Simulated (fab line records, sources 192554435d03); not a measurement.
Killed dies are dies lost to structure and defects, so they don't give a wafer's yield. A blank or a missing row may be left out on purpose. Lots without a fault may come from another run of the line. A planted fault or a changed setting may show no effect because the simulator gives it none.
Chamber matching | flow n5_finfet | N5_BEOL_M14_DESCUM_15 on rie_diel-06: 4 sister chambers
The step chemistry O2, time 7.9 s. 8 wafers are shown with their chamber, then 9 later ones without.

WAFERS WITH THEIR CHAMBER
wafer  | chamber | throttle_valve_pct (%) | drypump_motor_current_A (A)
L079.5 | 3       | 20.56                  | 6.0
L080.4 | 2       | 20.65                  | 4.9
L078.1 | 3       | 20.58                  | 6.0
L078.4 | 1       | 20.29                  | 5.8
L078.5 | 2       | 20.65                  | 4.9
L083.3 | 0       | 20.06                  | 5.7
L083.5 | 0       | 20.09                  | 5.7
L083.6 | 1       | 20.28                  | 5.7

WAFERS WITHOUT THEIR CHAMBER
wafer  | throttle_valve_pct (%) | drypump_motor_current_A (A)
L086.2 | 20.64                  | 4.9
L086.3 | 20.30                  | 5.7
L086.6 | 20.09                  | 5.8
L091.1 | 20.61                  | 6.0
L091.4 | 20.10                  | 5.7
L091.5 | 20.30                  | 5.8
L097.2 | 20.70                  | 4.9
L097.3 | 20.33                  | 5.8
L097.6 | 20.61                  | 6.0

WHICH CHAMBER EACH WENT THROUGH
wafer  | from the rows above | in truth
L086.2 | 2                   | 2
L086.3 | 1                   | 1
L086.6 | 0                   | 0
L091.1 | 3                   | 3
L091.4 | 0                   | 0
L091.5 | 1                   | 1
L097.2 | 2                   | 2
L097.3 | 1                   | 1
L097.6 | 3                   | 3
Placed correctly: 9 of 9. Can't be placed from these rows: 0. Placed wrongly: 0.
How it was worked out, from the rows above alone: a wafer's distance from a chamber is the root of the sum, over the readings, of the square of ((its reading less the chamber's mean) divided by the reading's scatter). The wafer belongs to the nearest chamber; if the next one is less than 2 further off, it can't be placed. A chamber's mean is the mean of its shown wafers. The scatter: the root of (the sum of the squares of (reading less its chamber's mean) over the shown wafers, divided by (wafers less chambers)).
